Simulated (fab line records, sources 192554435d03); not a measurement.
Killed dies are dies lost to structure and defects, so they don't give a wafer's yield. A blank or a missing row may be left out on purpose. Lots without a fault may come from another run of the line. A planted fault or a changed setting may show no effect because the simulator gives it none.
Chamber matching | flow n5_finfet | N5_FIN_SAQP_ETCH_65 on rie_si-05: 4 sister chambers
The step etches SiO2 in CF4, target depth 4 nm, time 4.4 s. 20 wafers are shown with their chamber, then 10 later ones without.

WAFERS WITH THEIR CHAMBER
wafer  | chamber | throttle_valve_pct (%) | drypump_motor_current_A (A) | oes_product_au (a.u.)
L079.1 | 0       | 22.11                  | 5.4                         | 1.04
L079.2 | 1       | 21.53                  | 5.8                         | 1.00
L079.3 | 2       | 21.46                  | 6.6                         | 0.96
L080.1 | 2       | 21.47                  | 6.5                         | 0.96
L080.5 | 0       | 22.09                  | 5.3                         | 1.03
L080.6 | 1       | 21.54                  | 5.8                         | 1.00
L081.1 | 1       | 21.54                  | 5.8                         | 1.01
L081.5 | 1       | 21.53                  | 5.8                         | 1.01
L081.6 | 2       | 21.47                  | 6.5                         | 0.96
L084.1 | 2       | 21.48                  | 6.6                         | 0.96
L084.3 | 0       | 22.10                  | 5.4                         | 1.05
L084.4 | 0       | 22.12                  | 5.4                         | 1.05
L086.1 | 3       | 22.10                  | 5.2                         | 0.99
L086.3 | 2       | 21.49                  | 6.6                         | 0.96
L086.5 | 0       | 22.11                  | 5.3                         | 1.04
L087.1 | 2       | 21.47                  | 6.6                         | 0.96
L087.2 | 3       | 22.10                  | 5.2                         | 1.00
L087.3 | 0       | 22.12                  | 5.3                         | 1.05
L088.3 | 1       | 21.53                  | 5.8                         | 1.01
L088.5 | 3       | 22.07                  | 5.3                         | 1.00

SIGNATURES (means of the wafers above)
reading                 | chamber 0 | chamber 1 | chamber 2 | chamber 3 | scatter within a chamber
throttle_valve_pct      | 22.1083   | 21.5340   | 21.4733   | 22.0900   | 0.011
drypump_motor_current_A | 5.350     | 5.800     | 6.567     | 5.233     | 0.0468
oes_product_au          | 1.0433    | 1.0060    | 0.9600    | 0.9967    | 0.0057
Rule: a wafer's distance from a chamber is the root of the sum, over the readings, of the square of ((its reading less the chamber's mean) divided by the reading's scatter). The wafer belongs to the nearest chamber; if the next one is less than 2 further off, it can't be placed. The scatter: the root of (the sum of the squares of (reading less its chamber's mean) over the shown wafers, divided by (wafers less chambers)).

WAFERS WITHOUT THEIR CHAMBER
wafer  | throttle_valve_pct (%) | drypump_motor_current_A (A) | oes_product_au (a.u.)
L088.6 | 21.47                  | 6.6                         | 0.97
L090.2 | 22.10                  | 5.4                         | 1.05
L090.4 | 22.12                  | 5.4                         | 1.04
L090.6 | 21.53                  | 5.8                         | 0.99
L092.1 | 22.13                  | 5.4                         | 1.05
L092.2 | 21.54                  | 5.8                         | 0.99
L092.3 | 22.09                  | 5.3                         | 1.00
L096.2 | 22.08                  | 5.2                         | 0.99
L096.3 | 21.54                  | 5.8                         | 1.01
L096.6 | 21.54                  | 5.8                         | 1.01

WHICH CHAMBER EACH WENT THROUGH
wafer  | from the rows above | in truth
L088.6 | 2                   | 2
L090.2 | 0                   | 0
L090.4 | 0                   | 0
L090.6 | 1                   | 1
L092.1 | 0                   | 0
L092.2 | 1                   | 1
L092.3 | 3                   | 3
L096.2 | 3                   | 3
L096.3 | 1                   | 1
L096.6 | 1                   | 1
Placed correctly: 10 of 10. Can't be placed from these rows: 0. Placed wrongly: 0.
